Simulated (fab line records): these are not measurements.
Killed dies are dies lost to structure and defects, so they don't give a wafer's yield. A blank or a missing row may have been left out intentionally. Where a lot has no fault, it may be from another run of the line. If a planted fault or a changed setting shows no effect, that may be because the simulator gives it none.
fab line records | flow n5-finfet
record lots=24 wafers=72 last-day=18
route steps=1938 shown BEOL_M1@769
lots untouched by any fault: they come from a run of this same line in which no faults occurred
start-h: hours from the record's first day to the start of the lot's first wafer shown | wait-h: time in hours since the lot's previous step | " as in the row above | L1.1+2: several wafers, shown together as one row | - no value, or no start given | * or withheld: withheld | < > ~ a bound
route shown NAME@n: names a module that has steps shown in the file, with the first one's number in the route | usual: average and standard deviation across the fault-free wafers | same: alike in all rows | chamber/n: place in a boat | sites: the reading at each site | _std_site: their standard deviation | _edge_site: the outer-site mean with the inner-site mean subtracted | radius-mm: how far each site lies from the wafer's centre | mask NAME#n: copy n | behind: the last tool/chamber to shape the wafer | hold: what put the lot on hold/how long, in hours/how the hold closed | device: the transistor (n, p or np) that didn't switch | end of line: the route-end tests of the same wafers | a step given without rows: its recipe and nothing more | killed: dies that structure and defects cost at the first sort, which is not the same as the wafer's yield | map: a wafer's dies, marking killed ones x, the rest . and places with no die _
set.NAME: the setting that was run; set.NAME@STEP: the one run at that earlier step | model.NAME: the simulator's own value behind a step, which no gauge read
a sample of lots followed through the steps of the route, with each step as a table and each wafer as a row
services: when a tool's chamber went out of use (start-h, in hours from the record's first day, below 0 if earlier), for how many hours, and the reason
## steps
# step N5_BEOL_M1_ETCH_63
# recipe chemistry=CF4 target=SiARC target-depth-a=156 mask-material=CAR-EUV time-s=26 ion-energy-ev=80 pressure-mtorr=40 source-w=545 bias-w=36 Ar_flow_sccm=100 cf4-flow-sccm=100 ends=cleared
# usual drypump-motor-current-A=6.0/0.39 etch-rf-on-time-s=26.1/0.86 oes-product-au=0.68/0.081 rf-vpp-V=184.1/1.1 showerhead-plenum-p-Torr=2.13/0.065 throttle-valve-pct=15.62/0.25
# columns lot.wafer tool chamber start-h wait-h drypump-motor-current-A etch-rf-on-time-s oes-product-au rf-hours-counter-h rf-vpp-V showerhead-plenum-p-Torr throttle-valve-pct
L074.3 rie-diel-01 1 125.64 0.0 6.1 26.9 0.80 11 184.1 2.11 15.61
L074.4 " 0 " " 6.2 27.1 0.58 243 186.6 2.19 15.80
L074.6 " 0 " " 6.2 27.2 0.58 - 183.4 2.20 15.79
L075.1 rie-diel-02 3 135.64 0.0 5.8 26.9 0.64 170 183.4 2.06 15.45
L075.2 " 0 " " 6.6 25.6 0.76 38 184.5 2.19 15.22
L075.4 " 2 " " 5.7 24.9 0.59 229 183.2 2.04 16.07
L076.2 rie-diel-01 1 135.84 0.0 6.0 26.8 0.79 14 182.2 2.11 15.60
L076.3 " 2 " " 6.0 25.7 0.63 148 185.4 2.22 15.75
L076.4 " 3 " " 5.9 27.2 0.60 188 184.5 2.14 15.75
L077.2 rie-diel-02 0 137.37 0.0 6.7 25.1 0.77 38 185.2 2.19 15.22
L077.5 " 3 " " 5.8 26.4 0.64 - 182.5 2.06 15.45
L077.6 " 2 " " 5.7 24.5 0.60 - 182.5 2.04 16.08
L078.1 rie-diel-03 0 144.16 0.0 5.2 26.3 0.69 98 184.8 2.15 15.48
L078.4 " 0 " " 5.3 26.5 0.69 - 184.9 2.15 15.49
L078.5 " 3 " " 6.4 25.5 0.62 - 184.9 2.21 15.72
L079.3 rie-diel-03 0 149.06 0.0 5.3 26.6 0.69 99 185.8 2.15 15.49
L079.4 " 2 " " 6.5 25.5 0.62 - 182.7 2.11 15.62
L079.6 " 0 " " 5.2 26.6 0.69 - 183.8 2.15 15.50
L080.1 rie-diel-02 3 155.71 0.0 5.8 26.6 0.63 176 182.4 2.05 15.47
L080.3 " 1 " " 5.7 26.4 0.63 151 184.4 2.06 16.00
L080.4 " 2 " " 5.7 24.6 0.59 235 184.1 2.04 16.07
L081.2 rie-diel-01 1 165.03 0.0 6.1 26.9 0.77 25 183.6 2.11 15.63
L081.3 " 3 " " 5.9 27.4 0.59 198 184.5 2.14 15.77
L081.5 " 1 " " 6.1 26.5 0.78 - 184.7 2.11 15.62
L082.3 rie-diel-02 0 173.37 0.0 6.7 25.6 0.76 50 183.6 2.18 15.24
L082.4 " 2 " " 5.7 25.1 0.58 241 183.0 2.04 16.11
L082.6 " 1 " " 5.7 26.4 0.63 - 184.5 2.06 16.02
L083.4 rie-diel-02 2 175.08 0.0 5.7 25.1 0.58 242 182.7 2.04 16.10
L083.5 " 3 " " 5.9 27.0 0.63 - 183.8 2.05 15.49
L083.6 " 0 " " 6.7 25.7 0.75 - 184.9 2.18 15.24
L084.2 rie-diel-02 0 183.78 0.0 6.7 25.1 0.76 53 185.0 2.18 15.26
L084.4 " 3 " " 5.8 26.3 0.63 181 184.2 2.05 15.47
L084.6 " 3 " " 5.8 26.4 0.63 - 183.8 2.05 15.49
L085.1 rie-diel-03 0 191.68 0.0 5.2 26.6 0.67 114 184.6 2.15 15.53
L085.2 " 1 " " 5.8 26.8 0.80 11 184.7 2.09 15.30
L085.6 " 3 " " 6.4 25.6 0.61 - 185.2 2.21 15.74
L086.2 rie-diel-01 1 196.07 0.0 6.0 26.9 0.75 34 184.5 2.11 15.66
L086.5 " 3 " " 5.9 27.4 0.59 - 184.6 2.14 15.79
L086.6 " 0 " " 6.2 26.2 0.80 - 186.5 2.19 15.31
L087.2 rie-diel-02 3 204.85 0.0 5.8 26.3 0.63 188 184.1 2.05 15.48
L087.3 " 0 " " 6.7 25.2 0.74 60 184.1 2.18 15.27
L087.6 " 3 " " 5.8 26.5 0.62 - 182.5 2.05 15.48
L088.1 rie-diel-03 3 204.86 0.0 6.4 26.0 0.60 213 184.7 2.21 15.75
L088.2 " 2 " " 6.6 25.6 0.61 226 183.7 2.10 15.65
L088.3 " 0 " " 5.2 26.8 0.66 118 184.3 2.15 15.53
L089.2 rie-diel-02 0 220.28 0.0 6.7 25.3 0.73 65 185.0 2.18 15.27
L089.4 " 1 " " 5.7 26.3 0.63 171 183.1 2.06 16.05
L089.6 " 1 " " 5.7 26.4 0.62 - 181.4 2.06 16.04
L090.1 rie-diel-03 3 220.62 0.0 6.4 25.5 0.60 217 185.1 2.21 15.73
L090.3 " 2 " " 6.6 25.5 0.61 230 184.0 2.10 15.67
L090.5 " 0 " " 5.2 26.5 0.67 - 183.6 2.14 15.54
L091.1 rie-diel-01 1 229.25 0.0 6.1 26.2 0.76 40 183.8 2.10 15.65
L091.2 " 3 " " 5.9 26.9 0.59 216 184.2 2.13 15.79
L091.4 " 0 " " 6.2 25.9 0.78 20 185.6 2.19 15.32
L092.1 rie-diel-02 2 229.42 0.0 5.7 23.2 0.90 3 185.2 2.29 15.64
L092.3 " 1 " " 5.7 26.0 0.63 173 185.0 2.06 16.07
L092.4 " 3 " " 5.8 26.8 0.62 196 181.9 2.05 15.51
L093.1 rie-diel-03 0 244.95 0.0 5.3 26.7 0.67 128 185.9 2.14 15.56
L093.5 " 0 " " 5.3 26.8 0.66 - 184.7 2.14 15.55
L093.6 " 2 " " 6.6 25.5 0.61 - 183.4 2.10 15.67
L094.2 rie-diel-01 2 255.81 0.0 6.0 25.7 0.61 184 184.8 2.20 15.82
L094.3 " 1 " " 6.1 26.6 0.74 47 182.2 2.10 15.67
L094.5 " 2 " " 6.0 25.6 0.61 - 185.6 2.20 15.80
L095.1 rie-diel-01 2 256.03 0.0 6.0 25.6 0.61 184 183.3 2.20 15.82
L095.2 " 1 " " 6.1 26.9 0.74 48 183.7 2.10 15.68
L095.4 " 2 " " 6.0 25.7 0.61 - 186.0 2.20 15.82
L096.4 rie-diel-01 0 263.07 0.0 6.2 25.9 0.76 - 184.4 2.18 15.35
L096.5 " 1 " " 6.1 26.6 0.74 - 184.1 2.10 15.69
L096.6 " 2 " " 6.0 25.3 0.61 - 183.2 2.20 15.82
L097.2 rie-diel-02 0 263.23 0.0 6.7 26.0 0.72 75 183.2 2.18 15.31
L097.4 " 1 " " 5.7 26.7 0.61 - 184.4 2.05 16.06
L097.5 " 2 " " 5.7 23.8 0.85 - 184.4 2.28 15.67
# step N5_BEOL_M1_SURFACE_TREAT_85
# recipe gas=Ar time-s=* ion-energy-ev=* ion-current-ma-cm2=0.5 pressure-mtorr=* ar-flow-sccm=30
# usual throttle-valve-pct=*
# columns lot.wafer tool chamber start-h wait-h throttle-valve-pct
L074.3 pvd-sputter-02 - 129.72 0.2 *
L074.4 " - " " *
L074.6 " - " " *
L075.1 pvd-sputter-01 - 140.95 0.1 *
L075.2 " - " " *
L075.4 " - " " *
L077.2 pvd-sputter-02 - 142.02 0.6 *
L077.5 " - " " *
L077.6 " - " " *
L076.2 pvd-sputter-02 - 150.62 0.1 *
L076.3 " - " " *
L076.4 " - " " *
L078.1 pvd-sputter-02 - 155.12 0.1 *
L078.4 " - " " *
L078.5 " - " " *
L079.3 pvd-sputter-01 - 156.97 1.5 *
L079.4 " - " " *
L079.6 " - " " *
L080.1 pvd-sputter-02 - 158.07 0.1 *
L080.3 " - " " *
L080.4 " - " " *
L081.2 pvd-sputter-01 - 168.92 0.1 *
L081.3 " - " " *
L081.5 " - " " *
L082.3 pvd-sputter-02 - 180.05 0.2 *
L082.4 " - " " *
L082.6 " - " " *
L083.4 pvd-sputter-02 - 182.79 0.2 *
L083.5 " - " " *
L083.6 " - " " *
L084.2 pvd-sputter-03 - 186.62 0.2 *
L084.4 " - " " *
L084.6 " - " " *
L085.1 pvd-sputter-03 - 196.54 0.2 *
L085.2 " - " " *
L085.6 " - " " *
L086.2 pvd-sputter-02 - 199.70 0.1 *
L086.5 " - " " *
L086.6 " - " " *
L088.1 pvd-sputter-01 - 220.24 0.1 *
L088.2 " - " " *
L088.3 " - " " *
L087.2 pvd-sputter-01 - 220.46 0.2 *
L087.3 " - " " *
L087.6 " - " " *
L089.2 pvd-sputter-03 - 225.64 0.2 *
L089.4 " - " " *
L089.6 " - " " *
L090.1 pvd-sputter-03 - 226.68 0.4 *
L090.3 " - " " *
L090.5 " - " " *
L091.1 pvd-sputter-01 - 237.55 0.4 *
L091.2 " - " " *
L091.4 " - " " *
L092.1 pvd-sputter-03 - 246.93 0.1 *
L092.3 " - " " *
L092.4 " - " " *
L093.1 pvd-sputter-02 - 256.34 0.1 *
L093.5 " - " " *
L093.6 " - " " *
L095.1 pvd-sputter-01 - 259.98 0.1 *
L095.2 " - " " *
L095.4 " - " " *
L094.2 pvd-sputter-02 - 260.76 0.3 *
L094.3 " - " " *
L094.5 " - " " *
L096.4 pvd-sputter-01 - 268.98 0.0 *
L096.5 " - " " *
L096.6 " - " " *
L097.2 pvd-sputter-03 - 269.80 0.4 *
L097.4 " - " " *
L097.5 " - " " *
# step N5_BEOL_M1_SPUTTER_81
# recipe material=Cu target-thk-a=45 temp-c=-20 chamber-pressure-pa=0.07 power-w=withheld time-s=8.29
# usual chamber-pressure-pa=0.07001/0.00014 susceptor-temp-C=-20.00/0.11 throttle-valve-pct=30.3/0.98
# columns lot.wafer tool chamber start-h wait-h chamber-pressure-pa susceptor-temp-C throttle-valve-pct
L074.3 pvd-sputter-01 - 131.00 0.1 0.06983 -19.94 30.0
L074.4 " - " " 0.07005 -19.98 28.7
L074.6 " - " " 0.06991 -19.92 31.8
L075.1 pvd-sputter-01 - 141.71 0.1 0.07007 -19.88 31.8
L075.2 " - " " 0.06993 -20.03 30.6
L075.4 " - " " 0.06988 -20.02 30.4
L077.2 pvd-sputter-02 - 143.47 0.1 0.06998 -19.94 29.4
L077.5 " - " " 0.06998 -20.12 30.2
L077.6 " - " " 0.06997 -20.11 29.6
L076.2 pvd-sputter-03 - 153.04 0.1 0.06974 -19.94 29.8
L076.3 " - " " 0.07036 -19.92 30.6
L076.4 " - " " 0.07023 -20.17 31.3
L078.1 pvd-sputter-02 - 156.20 0.1 0.06981 -20.09 31.9
L078.4 " - " " 0.06987 -20.00 29.9
L078.5 " - " " 0.06988 -20.04 31.8
L079.3 pvd-sputter-03 - 157.80 0.1 0.06999 -20.02 29.7
L079.4 " - " " 0.06992 -20.26 30.4
L079.6 " - " " 0.07034 -20.18 31.4
L080.1 pvd-sputter-02 - 158.73 0.1 0.06993 -20.05 30.0
L080.3 " - " " 0.06991 -19.87 29.8
L080.4 " - " " 0.0698 -19.78 29.6
L081.2 pvd-sputter-01 - 169.60 0.1 0.06996 -19.82 31.4
L081.3 " - " " 0.06986 -19.92 30.4
L081.5 " - " " 0.06978 -19.98 30.4
L082.3 pvd-sputter-02 - 180.73 0.1 0.06993 -19.95 30.0
L082.4 " - " " 0.06993 -19.88 31.8
L082.6 " - " " 0.06996 -20.03 30.0
L083.4 pvd-sputter-02 - 183.53 0.1 0.06992 -20.19 29.7
L083.5 " - " " 0.06994 -20.14 29.6
L083.6 " - " " 0.0701 -20.00 31.7
L084.2 pvd-sputter-03 - 190.78 0.1 0.06995 -20.08 29.5
L084.4 " - " " 0.06986 -20.03 29.2
L084.6 " - " " 0.07027 -20.14 29.7
L085.1 pvd-sputter-02 - 197.40 0.1 0.06989 -20.03 29.9
L085.2 " - " " 0.07024 -19.95 29.6
L085.6 " - " " 0.0701 -20.07 29.4
L086.2 pvd-sputter-01 - 200.38 0.1 0.06983 -19.89 31.5
L086.5 " - " " 0.06994 -19.94 30.6
L086.6 " - " " 0.06982 -20.00 31.8
L088.1 pvd-sputter-01 - 220.97 0.1 0.07017 -19.97 30.1
L088.2 " - " " 0.07033 -20.04 28.8
L088.3 " - " " 0.07008 -19.77 30.3
L087.2 pvd-sputter-01 - 222.81 0.1 0.07012 -20.00 31.7
L087.3 " - " " 0.06993 -20.07 30.3
L087.6 " - " " 0.07019 -20.12 31.6
L089.2 pvd-sputter-01 - 226.37 0.1 0.06989 -19.90 28.7
L089.4 " - " " 0.07023 -19.87 30.3
L089.6 " - " " 0.06995 -20.20 30.8
L090.1 pvd-sputter-03 - 227.36 0.1 0.0698 -19.94 29.1
L090.3 " - " " 0.06973 -20.05 30.6
L090.5 " - " " 0.07001 -20.07 29.4
L091.1 pvd-sputter-01 - 238.21 0.1 0.07001 -19.81 30.0
L091.2 " - " " 0.07002 -20.03 30.5
L091.4 " - " " 0.06975 -20.01 28.7
L092.1 pvd-sputter-03 - 247.73 0.1 0.06996 -20.05 29.5
L092.3 " - " " 0.06999 -19.96 30.3
L092.4 " - " " 0.06988 -19.79 31.4
L093.1 pvd-sputter-03 - 257.48 0.1 0.07013 -20.01 31.5
L093.5 " - " " 0.07 -20.01 29.8
L093.6 " - " " 0.06998 -19.92 29.1
L095.1 pvd-sputter-01 - 260.66 0.1 0.0699 -19.84 30.3
L095.2 " - " " 0.07004 -19.90 31.8
L095.4 " - " " 0.07012 -20.02 30.3
L094.2 pvd-sputter-01 - 262.58 0.1 0.07013 -20.03 31.6
L094.3 " - " " 0.07013 -20.01 30.3
L094.5 " - " " 0.07007 -20.00 28.7
L096.4 pvd-sputter-02 - 269.68 0.1 0.07008 -19.88 31.7
L096.5 " - " " 0.07002 -19.94 30.0
L096.6 " - " " 0.06998 -20.20 29.8
L097.2 pvd-sputter-01 - 270.86 0.1 0.06988 -19.69 28.6
L097.4 " - " " 0.06996 -20.01 31.4
L097.5 " - " " 0.07006 -20.11 31.8
# step N5_BEOL_M1_ANNEAL_82
# recipe temp-c=400 time-s=240 ambient=vacuum
# usual heater-power-w=814/55 susceptor-temp-C=400.04/0.22
# columns lot.wafer tool chamber start-h wait-h heater-power-w susceptor-temp-C
L074.3 pvd-sputter-01 - 131.08 0.0 791 399.69
L074.4 " - " " 765 399.92
L074.6 " - " " 778 400.08
L075.1 pvd-sputter-01 - 141.79 0.0 773 399.80
L075.2 " - " " 815 399.64
L075.4 " - " " 734 400.42
L077.2 pvd-sputter-02 - 143.55 0.0 746 400.25
L077.5 " - " " 935 400.01
L077.6 " - " " 762 400.37
L076.2 pvd-sputter-03 - 153.12 0.0 874 400.20
L076.3 " - " " 797 399.81
L076.4 " - " " 796 400.25
L078.1 pvd-sputter-02 - 156.28 0.0 899 399.85
L078.4 " - " " 930 400.16
L078.5 " - " " 896 399.96
L079.3 pvd-sputter-03 - 157.88 0.0 863 399.97
L079.4 " - " " 801 400.15
L079.6 " - " " 797 399.62
L080.1 pvd-sputter-02 - 158.81 0.0 921 400.30
L080.3 " - " " 811 399.98
L080.4 " - " " 772 399.92
L081.2 pvd-sputter-01 - 169.68 0.0 794 400.25
L081.3 " - " " 826 399.75
L081.5 " - " " 828 399.56
L082.3 pvd-sputter-02 - 180.81 0.0 805 400.17
L082.4 " - " " 895 400.48
L082.6 " - " " 842 400.25
L083.4 pvd-sputter-02 - 183.61 0.0 815 400.21
L083.5 " - " " 776 399.91
L083.6 " - " " 889 399.99
L084.2 pvd-sputter-03 - 190.86 0.0 879 400.30
L084.4 " - " " 856 400.05
L084.6 " - " " 879 399.78
L085.1 pvd-sputter-02 - 197.48 0.0 840 400.09
L085.2 " - " " 800 399.85
L085.6 " - " " 800 399.87
L086.2 pvd-sputter-01 - 200.46 0.0 775 399.70
L086.5 " - " " 822 400.01
L086.6 " - " " 781 400.21
L088.1 pvd-sputter-01 - 221.05 0.0 770 400.10
L088.2 " - " " 779 400.25
L088.3 " - " " 832 399.95
L087.2 pvd-sputter-01 - 222.89 0.0 791 400.19
L087.3 " - " " 817 400.11
L087.6 " - " " 780 399.41
L089.2 pvd-sputter-01 - 226.45 0.0 752 400.33
L089.4 " - " " 747 399.91
L089.6 " - " " 805 399.96
L090.1 pvd-sputter-03 - 227.44 0.0 867 399.74
L090.3 " - " " 786 400.12
L090.5 " - " " 871 400.24
L091.1 pvd-sputter-01 - 238.29 0.0 753 400.07
L091.2 " - " " 827 399.90
L091.4 " - " " 746 399.70
L092.1 pvd-sputter-03 - 247.81 0.0 880 399.85
L092.3 " - " " 774 400.19
L092.4 " - " " 782 399.79
L093.1 pvd-sputter-03 - 257.56 0.0 770 399.67
L093.5 " - " " 862 400.50
L093.6 " - " " 866 400.14
L095.1 pvd-sputter-01 - 260.74 0.0 806 400.03
L095.2 " - " " 771 400.36
L095.4 " - " " 759 400.04
L094.2 pvd-sputter-01 - 262.66 0.0 769 399.84
L094.3 " - " " 775 400.08
L094.5 " - " " 743 399.82
L096.4 pvd-sputter-02 - 269.76 0.0 907 400.00
L096.5 " - " " 909 400.27
L096.6 " - " " 830 400.21
L097.2 pvd-sputter-01 - 270.94 0.0 782 399.84
L097.4 " - " " 791 400.18
L097.5 " - " " 771 400.30
# step N5_BEOL_M1_SPUTTER_92
# recipe material=Cu target-thk-a=45 temp-c=-20 chamber-pressure-pa=0.07 power-w=withheld time-s=8.29
# usual chamber-pressure-pa=0.07003/0.00014 susceptor-temp-C=-20.02/0.11 throttle-valve-pct=30.3/1
# columns lot.wafer tool chamber start-h wait-h chamber-pressure-pa susceptor-temp-C throttle-valve-pct
L074.3 pvd-sputter-01 - 131.88 0.1 0.07023 -20.19 30.3
L074.4 " - " " 0.07 -20.22 28.8
L074.6 " - " " 0.07016 -19.97 31.5
L075.1 pvd-sputter-01 - 142.59 0.1 0.0703 -20.06 31.6
L075.2 " - " " 0.06985 -20.05 30.6
L075.4 " - " " 0.06985 -20.08 30.4
L077.2 pvd-sputter-02 - 144.35 0.1 0.07012 -19.91 29.2
L077.5 " - " " 0.06988 -20.04 29.9
L077.6 " - " " 0.06997 -20.01 29.6
L076.2 pvd-sputter-03 - 153.92 0.1 0.06996 -20.12 29.7
L076.3 " - " " 0.06997 -19.93 31.0
L076.4 " - " " 0.06994 -20.11 31.4
L078.1 pvd-sputter-02 - 157.08 0.1 0.07028 -20.06 31.8
L078.4 " - " " 0.07015 -20.03 30.3
L078.5 " - " " 0.07015 -20.09 31.6
L079.3 pvd-sputter-03 - 158.68 0.1 0.07028 -19.82 29.4
L079.4 " - " " 0.07007 -20.22 30.7
L079.6 " - " " 0.06979 -20.10 31.4
L080.1 pvd-sputter-02 - 159.61 0.1 0.07023 -20.04 29.7
L080.3 " - " " 0.07009 -20.04 29.8
L080.4 " - " " 0.06995 -19.90 29.6
L081.2 pvd-sputter-01 - 170.48 0.1 0.07009 -19.93 31.4
L081.3 " - " " 0.07001 -19.91 30.2
L081.5 " - " " 0.06985 -19.93 30.6
L082.3 pvd-sputter-02 - 181.61 0.1 0.06999 -19.99 29.7
L082.4 " - " " 0.0699 -19.98 31.7
L082.6 " - " " 0.07021 -20.01 29.9
L083.4 pvd-sputter-02 - 184.41 0.1 0.07038 -19.93 30.2
L083.5 " - " " 0.0703 -20.09 29.5
L083.6 " - " " 0.07003 -19.90 31.9
L084.2 pvd-sputter-03 - 191.66 0.1 0.0702 -20.01 29.5
L084.4 " - " " 0.0702 -19.89 28.9
L084.6 " - " " 0.06994 -19.98 29.5
L085.1 pvd-sputter-02 - 198.28 0.1 0.07004 -20.07 29.9
L085.2 " - " " 0.06992 -20.00 29.4
L085.6 " - " " 0.06996 -20.00 29.4
L086.2 pvd-sputter-01 - 201.26 0.1 0.07013 -19.95 31.7
L086.5 " - " " 0.06973 -19.77 30.5
L086.6 " - " " 0.06996 -20.06 31.8
L088.1 pvd-sputter-01 - 221.85 0.1 0.06982 -20.08 30.2
L088.2 " - " " 0.07 -19.91 28.8
L088.3 " - " " 0.06983 -19.97 30.5
L087.2 pvd-sputter-01 - 223.69 0.1 0.06997 -20.06 31.4
L087.3 " - " " 0.06995 -20.12 30.4
L087.6 " - " " 0.07005 -20.04 31.5
L089.2 pvd-sputter-01 - 227.25 0.1 0.07016 -20.00 28.6
L089.4 " - " " 0.06998 -20.11 30.0
L089.6 " - " " 0.07021 -19.93 30.2
L090.1 pvd-sputter-03 - 228.24 0.1 0.07013 -20.11 29.0
L090.3 " - " " 0.0701 -19.93 30.7
L090.5 " - " " 0.06988 -20.03 29.5
L091.1 pvd-sputter-01 - 239.09 0.1 0.07019 -20.15 30.1
L091.2 " - " " 0.06998 -20.09 30.6
L091.4 " - " " 0.07005 -20.20 28.6
L092.1 pvd-sputter-03 - 248.61 0.1 0.07002 -20.07 29.5
L092.3 " - " " 0.06992 -20.23 30.7
L092.4 " - " " 0.06996 -19.95 31.3
L093.1 pvd-sputter-03 - 258.36 0.1 0.07021 -19.98 31.4
L093.5 " - " " 0.07026 -19.84 29.8
L093.6 " - " " 0.06991 -19.92 29.0
L095.1 pvd-sputter-01 - 261.54 0.1 0.07014 -20.05 30.1
L095.2 " - " " 0.07011 -19.90 31.4
L095.4 " - " " 0.06994 -19.93 30.1
L094.2 pvd-sputter-01 - 263.46 0.1 0.06987 -20.05 31.7
L094.3 " - " " 0.07001 -19.92 30.3
L094.5 " - " " 0.06992 -20.13 28.5
L096.4 pvd-sputter-02 - 270.56 0.1 0.06995 -20.12 31.7
L096.5 " - " " 0.07001 -19.96 30.1
L096.6 " - " " 0.06995 -20.09 30.1
L097.2 pvd-sputter-01 - 271.74 0.1 0.07023 -19.96 28.6
L097.4 " - " " 0.07009 -20.03 31.7
L097.5 " - " " 0.07031 -19.91 31.5
# step N5_BEOL_M1_RS_MEAS_58
# recipe thk-meas-gauge=four-point-probe reads=Co_of_BEOL_M1_CO_CAP_55+Cu_of_BEOL_M1_ECD_50+Co_of_BEOL_M1_CVD_47+TaN_of_BEOL_M1_ALD_84
# usual M1_RS=0.66/0.04
# columns lot.wafer tool chamber start-h wait-h M1_RS[ohm/sq]
L074.3 film-metro-02 - 133.46 0.1 0.65
L074.4 " - " " 0.57
L074.6 " - " " 0.64
L075.1 film-metro-01 - 144.08 0.0 0.70
L075.2 " - " " 0.71
L075.4 " - " " 0.60
L077.2 film-metro-02 - 146.04 0.1 0.70
L077.5 " - " " 0.61
L077.6 " - " " 0.67
L076.2 film-metro-01 - 155.42 0.1 0.67
L076.3 " - " " 0.72
L076.4 " - " " 0.68
L078.1 film-metro-02 - 158.62 0.1 0.69
L078.4 " - " " 0.66
L078.5 " - " " 0.66
L079.3 film-metro-02 - 160.17 0.1 0.61
L079.4 " - " " 0.66
L079.6 " - " " 0.64
L080.1 film-metro-01 - 161.10 0.0 0.72
L080.3 " - " " 0.67
L080.4 " - " " 0.69
L081.2 film-metro-02 - 171.98 0.1 0.69
L081.3 " - " " 0.71
L081.5 " - " " 0.66
L082.3 film-metro-01 - 183.46 0.1 0.67
L082.4 " - " " 0.65
L082.6 " - " " 0.65
L083.4 film-metro-01 - 185.90 0.0 0.71
L083.5 " - " " 0.72
L083.6 " - " " 0.71
L084.2 film-metro-02 - 193.17 0.1 0.66
L084.4 " - " " 0.60
L084.6 " - " " 0.62
L085.1 film-metro-02 - 199.84 0.0 0.65
L085.2 " - " " 0.70
L085.6 " - " " 0.65
L086.2 film-metro-02 - 202.76 0.1 0.66
L086.5 " - " " 0.64
L086.6 " - " " 0.63
L088.1 film-metro-01 - 223.35 0.1 0.66
L088.2 " - " " 0.73
L088.3 " - " " 0.66
L087.2 film-metro-02 - 225.43 0.1 0.70
L087.3 " - " " 0.67
L087.6 " - " " 0.66
L089.2 film-metro-01 - 228.77 0.1 0.75
L089.4 " - " " 0.70
L089.6 " - " " 0.78
L090.1 film-metro-01 - 229.75 0.1 0.68
L090.3 " - " " 0.67
L090.5 " - " " 0.65
L091.1 film-metro-02 - 240.62 0.0 0.62
L091.2 " - " " 0.72
L091.4 " - " " 0.64
L092.1 film-metro-02 - 250.16 0.0 0.72
L092.3 " - " " 0.69
L092.4 " - " " 0.66
L093.1 film-metro-02 - 259.85 0.0 0.64
L093.5 " - " " 0.62
L093.6 " - " " 0.67
L095.1 film-metro-01 - 263.03 0.0 0.67
L095.2 " - " " 0.66
L095.4 " - " " 0.60
L094.2 film-metro-01 - 264.94 0.1 0.63
L094.3 " - " " 0.67
L094.5 " - " " 0.65
L096.4 film-metro-01 - 272.05 0.0 0.61
L096.5 " - " " 0.63
L096.6 " - " " 0.66
L097.2 film-metro-02 - 273.53 0.1 0.76
L097.4 " - " " 0.65
L097.5 " - " " 0.72
## services
# columns tool chamber start-h hours kind
rie-diel-02 2 114.71 9.7 repair
pvd-sputter-01 - 118.52 3.9 repair
rie-diel-03 1 142.19 - clean
rie-diel-03 1 142.19 - consumable-replace:focus-ring
rie-diel-03 1 142.19 18.4 scheduled-down
rie-diel-03 1 142.19 18.4 vent-cycle
rie-diel-01 0 143.73 - clean
rie-diel-01 0 143.73 - consumable-replace:focus-ring
rie-diel-01 0 143.73 12.9 scheduled-down
rie-diel-01 0 143.73 12.9 vent-cycle
rie-diel-02 3 159.82 13.2 repair
rie-diel-01 - 185.38 2.8 pm
rie-diel-02 2 203.25 - clean
rie-diel-02 2 203.25 - consumable-replace:focus-ring
rie-diel-02 2 203.25 - consumable-replace:showerhead
rie-diel-02 2 203.25 16.7 scheduled-down
rie-diel-02 2 203.25 16.7 vent-cycle
rie-diel-01 1 203.57 9.8 repair
rie-diel-01 3 254.41 9.7 repair
rie-diel-02 3 255.88 9.2 repair
## key
fault none
